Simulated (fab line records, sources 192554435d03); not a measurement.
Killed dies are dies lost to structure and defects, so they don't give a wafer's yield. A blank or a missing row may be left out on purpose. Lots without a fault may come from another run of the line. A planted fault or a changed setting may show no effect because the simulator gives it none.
Split-lot experiment | flow n5_finfet | 7 lots, 39 wafers read, on a route of 1938 steps

THE SPLIT
At N5_PMOS_HMC_CHANNEL_EPI_DESCUM_14 (chemistry O2, time 7.9 s), the setting time_s was moved away from the recipe's 7.9 s on 18 of the 39 wafers read, by -38.3% to +54.2%. The other wafers ran this setting at the recipe's value.

The reading is taken at the split's own step.

THE READING
CAR-ArF-block_of_PMOS_HMC_CHANNEL_EPI_COAT_03.thk_nm (the simulator's own value, which no gauge read), in nm, at N5_PMOS_HMC_CHANNEL_EPI_DESCUM_14 (chemistry O2, time 7.9 s). The file gives no usual value for it. The 21 wafers here that ran the recipe average 198.6 nm, standard deviation 0.63 nm.

wafer  | tool, chamber at the split | time_s as run, s | against the recipe | CAR-ArF-block_of_PMOS_HMC_CHANNEL_EPI_COAT_03.thk_nm, nm | against lot-mates on the recipe
L075.1 | rie_diel-03, 3             | 5.226            | -33.8%             | 200.8                                                    | +1.4
L075.2 | rie_diel-03, 0,1,3         | 7.9              | recipe             | 199.4                                                    | -
L075.4 | rie_diel-03, 0,1,3         | 7.9              | recipe             | 199.4                                                    | -
L075.5 | rie_diel-03, 0,1,3         | 7.9              | recipe             | 199.4                                                    | -
L075.3 | rie_diel-03, 2             | 5.226            | -33.8%             | 201.2                                                    | +1.8
L075.6 | rie_diel-03, 2             | 5.226            | -33.8%             | 201.3                                                    | +1.9
L076.1 | rie_diel-01, 2             | 7.9              | recipe             | 198.6                                                    | -
L076.2 | rie_diel-01, 3             | 7.9              | recipe             | 197.8                                                    | -
L076.5 | rie_diel-01, 0             | 7.9              | recipe             | 198.8                                                    | -
L077.1 | rie_diel-01, 3             | 7.9              | recipe             | 198.6                                                    | -
L077.2 | rie_diel-01, 2             | 7.9              | recipe             | 199.9                                                    | -
L077.3 | rie_diel-01, 0             | 7.9              | recipe             | 198.7                                                    | -
L077.4 | rie_diel-01, 1             | 12.18            | +54.2%             | 195.9                                                    | -3.2
L077.5 | rie_diel-01, 0,3           | 12.18            | +54.2%             | 196.5                                                    | -2.6
L077.6 | rie_diel-01, 0,3           | 12.18            | +54.2%             | 196.5                                                    | -2.6
L079.1 | rie_diel-04, 0             | 6.028            | -23.7%             | 199.2                                                    | +0.8
L079.2 | rie_diel-04, 2             | 6.028            | -23.7%             | 199.8                                                    | +1.4
L079.3 | rie_diel-04, 3             | 7.9              | recipe             | 198.1                                                    | -
L079.4 | rie_diel-04, 1             | 7.9              | recipe             | 198.7                                                    | -
L079.5 | rie_diel-04, 3             | 7.9              | recipe             | 198.4                                                    | -
L079.6 | rie_diel-04, 2             | 6.028            | -23.7%             | 199.7                                                    | +1.3
L081.1 | rie_diel-01, 2             | 11.62            | +47.1%             | 196.3                                                    | -2.6
L081.2 | rie_diel-01, 3,0           | 7.9              | recipe             | 198.7                                                    | -
L081.3 | rie_diel-01, 3,0           | 7.9              | recipe             | 198.7                                                    | -
L081.4 | rie_diel-01, 1             | 11.62            | +47.1%             | 196.7                                                    | -2.2
L081.5 | rie_diel-01, 2             | 7.9              | recipe             | 199.3                                                    | -
L081.6 | rie_diel-01, 1             | 11.62            | +47.1%             | 196.5                                                    | -2.4
L093.1 | rie_diel-04, 3             | 7.9              | recipe             | 198.1                                                    | -
L093.2 | rie_diel-04, 1             | 4.878            | -38.3%             | 200.4                                                    | +2.5
L093.3 | rie_diel-04, 2             | 7.9              | recipe             | 197.9                                                    | -
L093.4 | rie_diel-04, 0             | 4.878            | -38.3%             | 200                                                      | +2.1
L093.5 | rie_diel-04, 3             | 7.9              | recipe             | 197.6                                                    | -
L093.6 | rie_diel-04, 2             | 4.878            | -38.3%             | 199.6                                                    | +1.7
L096.1 | rie_diel-03, 2             | 11.96            | +51.4%             | 195.1                                                    | -2.8
L096.2 | rie_diel-03, 3             | 7.9              | recipe             | 198.1                                                    | -
L096.3 | rie_diel-03, 0             | 11.96            | +51.4%             | 196.8                                                    | -1.1
L096.4 | rie_diel-03, 1             | 7.9              | recipe             | 198                                                      | -
L096.5 | rie_diel-03, 3             | 11.96            | +51.4%             | 195.6                                                    | -2.3
L096.6 | rie_diel-03, 2             | 7.9              | recipe             | 197.7                                                    | -
Where a row lists several chambers, the file gives one row for several wafers and doesn't say which wafer went through which chamber.

THE FIT
A straight line over all 39 wafers: CAR-ArF-block_of_PMOS_HMC_CHANNEL_EPI_COAT_03.thk_nm changes by -0.0481 nm for each +1% of time_s; r = -0.92; the points scatter about the line by 0.62 nm.
The same after taking each lot's own level away (the mean of its wafers on the recipe; 39 wafers): -0.0492 nm for each +1%; r = -0.97; scatter 0.38 nm.
On that fit, the largest move of time_s shifts the reading by 2.7 nm.
The lots' own levels span 197.87 to 199.40 nm, that is 2.4 times the standard deviation above.
So the lot-to-lot level changes the slope little: the two slopes agree.
Check: with one of the wafers moved furthest among these (+54.2%) left out of the fit, the line predicts -2.57 nm for it against its lot-mates. It came out at -3.17 nm against them.

THE FILE'S OWN FIT
CAR-ArF-block_of_PMOS_HMC_CHANNEL_EPI_COAT_03.thk_nm changes by -0.0491 nm for each +1% of time_s, r = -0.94.
